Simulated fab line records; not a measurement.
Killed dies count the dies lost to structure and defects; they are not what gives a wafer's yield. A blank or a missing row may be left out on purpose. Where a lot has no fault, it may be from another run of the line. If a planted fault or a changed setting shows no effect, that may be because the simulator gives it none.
A struck lot beside a sound one + flow n5_finfet + 16 out of 1938 route steps
Sound: these wafers, L258.2, L258.5, L258.6. Struck: wafer L265.5 (L265.2, L265.4, from the same lot, were not struck and are left out); the cause is given at the end.
Per side, at each step with rows, come the tool, then ch with its chambers, and then its first start. Under that, the readings that differ: sound wafers + struck wafers + difference of the means + sigmas: that difference in standard deviations of wafers without a fault.
alike: same words and numbers on both sides, and readings whose means sit less than 2 such deviations apart. not compared: any withheld reading, any reading some wafer has no value for, any bound like >300 that may hide the same value, and any number with overlapping values for which the record gives no deviation.
The two part at a step that has a row with sigmas, a row that says differs or no value, or rows on one side only. Numbers that have no deviation but don't overlap get no sigmas and don't part them. A reading missing from all wafers of one side parts the sides only when that side holds two or more wafers.

first, 9 steps without rows for these wafers: N5_BEOL_M1_SOFTBAKE_23 (time 60 s); N5_BEOL_M1_EXPOSE_25 (exposes mask V0, defocus 5 nm, target cd 24 nm); N5_BEOL_M1_PEB_26 (peb time 60 s); N5_BEOL_M1_DEVELOP_27 (develop time 30 s); N5_BEOL_M1_DESCUM_33 (chemistry O2, time 7 s); N5_BEOL_M1_ETCH_77 (etches underlayer in N2/H2, target depth 6.5 nm, time 5.2 s); N5_BEOL_M1_ETCH_69 (etches SiARC in CF4, target depth 15.6 nm, time 26 s); N5_BEOL_M1_ALD_98 (deposits SiO2, target thk 2.5 nm, pulse time 1 s, co reactant pulse time 1 s); N5_BEOL_M1_ETCHBACK_99 (etches SiO2 in CHF3, target depth 5 nm, time 10.4 s).
N5_BEOL_M1_ETCH_70: etches SOC in N2/H2, target depth 80 nm, overetch 16 nm, time 120 s.
  sound on rie_diel-02 ch 0,1,2, day 8 16:41; struck on rie_diel-02 ch 0, day 10 03:01
| reading                                    | sound       | struck | difference | sigmas |
|--------------------------------------------|-------------|--------|------------|--------|
| model.SiARC_of_BEOL_M1_COAT_68.thk_nm (nm) | 6.4 6.8 6.6 | 3.4    | -3.2       |        |
  alike: chamber_pressure_mTorr, drypump_motor_current_A, oes_product_au, rf_vpp_V, showerhead_plenum_p_Torr, throttle_valve_pct
  not compared: rf_hours_counter_h
then, 2 steps without rows for these wafers: N5_BEOL_M1_STRIP_71 (strips in N2/H2); N5_BEOL_M1_STRIP_78 (strips in N2/H2).
N5_BEOL_M1_VIA_ETCH_34: etches the open film in C4F6/O2, target depth 67.8 nm, time 64.4 s.
  sound on rie_diel-02 ch 0,1,2, day 8 16:47; struck on rie_diel-02 ch 0, day 10 03:07
| reading                  | sound          | struck | difference | sigmas |
|--------------------------|----------------|--------|------------|--------|
| model.BEOL_M1.cd_nm (nm) | 17.8 18.4 17.4 | 19.4   | +1.5       |        |
  alike: chamber_pressure_mTorr, drypump_motor_current_A, mfc_ar_sccm, oes_product_au, rf_vpp_V, showerhead_plenum_p_Torr, throttle_valve_pct
  not compared: rf_hours_counter_h
then, 1 step without rows for these wafers: N5_BEOL_M1_STRIP_83 (strips in C4F6/O2).
-- a jump in the record: the struck wafers' starts before and after are 2 days apart (it breaks off in module BEOL_M1 and resumes in module BEOL_M4, where the first step shown is number 1111 of the route) --
N5_BEOL_M4_RC_MEAS_101:
  sound on prober-02 ch 0, day 10 14:57; struck on prober-01 ch 0, day 12 11:19
  alike: DIBL_N, DIBL_P, IOFF_N, IOFF_P, ION_N, ION_P, SS_N, SS_P, VT_N, VT_P
-- a jump in the record: the struck wafers' starts before and after are 4 days apart (it breaks off in module BEOL_M4 and resumes in module PASSIVATION, where the first step shown is number 1936 of the route) --
N5_PASSIVATION_PROBE_49:
  record: rows for the struck wafers here (prober-02, day 16 18:05), none for the sound ones

## WHERE THEY PART
At N5_PASSIVATION_PROBE_49 and nowhere else, as far as this record goes.

WHY: the cause the simulator had injected
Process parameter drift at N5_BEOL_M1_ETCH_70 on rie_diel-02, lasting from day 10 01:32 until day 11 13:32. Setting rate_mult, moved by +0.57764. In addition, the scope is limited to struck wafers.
